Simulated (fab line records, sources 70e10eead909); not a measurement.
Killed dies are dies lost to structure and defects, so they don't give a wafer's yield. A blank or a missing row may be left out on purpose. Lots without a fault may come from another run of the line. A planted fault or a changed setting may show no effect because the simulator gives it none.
One fault seen from 2 desks | flow nand_harc | each desk has only its own numbers; what lay behind them comes last

THE TOOL OWNER'S DESK: pecvd_onon-04
The tool's own readings at NHARC_A_ONON_D1_DEP_25 (target thk 1000 nm): means of the sampled wafers that have a number, for each lot that ran on this tool. A lot is out of limits, marked OUT, if its mean lies more than 4 standard deviations from the usual mean; the brackets give that distance.
Columns: A = susceptor_temp_C at NHARC_A_ONON_D1_DEP_25, usual 400.02 C
lot  | first seen here | A
L220 | day 8 01:17     | 399.83
L222 | day 8 10:20     | 399.70
L224 | day 9 01:10     | 400.09
L226 | day 9 13:06     | 400.11
L227 | day 9 21:49     | 399.94
L239 | day 12 21:54    | 399.84
L243 | day 13 08:24    | 400.24
This desk's finding: nothing out of limits on any of the 7 lots.

THE METROLOGY DESK
What the gauges read, lot by lot, whatever tool the lot ran on: means of the sampled wafers that have a number. A lot is out of limits, marked OUT, if its mean lies more than 4 standard deviations from the usual mean; the brackets give that distance.
Columns: A = thk_nm at NHARC_A_SOURCE_PLATE_THK_MEAS_09, usual 9.7 nm; B = thk_nm at NHARC_A_ONON_D1_THK_MEAS_27, usual 1000 nm
lot  | first seen here | A    | B
L220 | day 6 21:57     | 9.2  | 1002
L221 | day 7 05:26     | 10.1 | 1008
L222 | day 7 09:50     | 9.1  | 990
L224 | day 8 00:40     | 9.1  | 1411 (+41) OUT
L226 | day 8 11:45     | 9.6  | 1267 (+27) OUT
L227 | day 8 20:53     | 9.9  | 1422 (+42) OUT
L232 | day 10 00:58    | 9.3  | 1007
L233 | day 10 00:58    | 9.5  | 1014
L234 | day 10 09:53    | 9.0  | 989
L235 | day 10 22:58    | 9.7  | 998
L237 | day 10 22:58    | 10.8 | 1004
L239 | day 11 20:53    | 9.2  | 1022
L242 | day 12 05:04    | 10.0 | 996
L241 | day 12 05:04    | 9.7  | 994
L243 | day 12 09:01    | 8.7  | 998
This desk's finding: out of limits on L224, L226, L227; first on L224, day 9 01:27 (thk_nm at NHARC_A_ONON_D1_THK_MEAS_27). In limits: L220, L221, L222, L232, L233, L234, L235, L237, L239, L242, L241, L243.

PUT TOGETHER
The metrology desk could have raised an alarm at day 9 01:27, on L224, L226, L227.
The tool owner's desk saw nothing out of limits.
The tool owner's desk has L224, L226, L227 on record, within its limits.
Of the lots named, all ran NHARC_A_ONON_D1_DEP_25 on pecvd_onon-04.

WHAT THE SIMULATOR HAD PUT IN
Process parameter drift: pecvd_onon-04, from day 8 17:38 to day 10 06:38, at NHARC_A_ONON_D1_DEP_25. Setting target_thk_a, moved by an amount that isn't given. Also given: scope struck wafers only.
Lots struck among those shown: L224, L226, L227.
Hours from the fault's start to each desk's first reading out of limits: the metrology desk, 8.
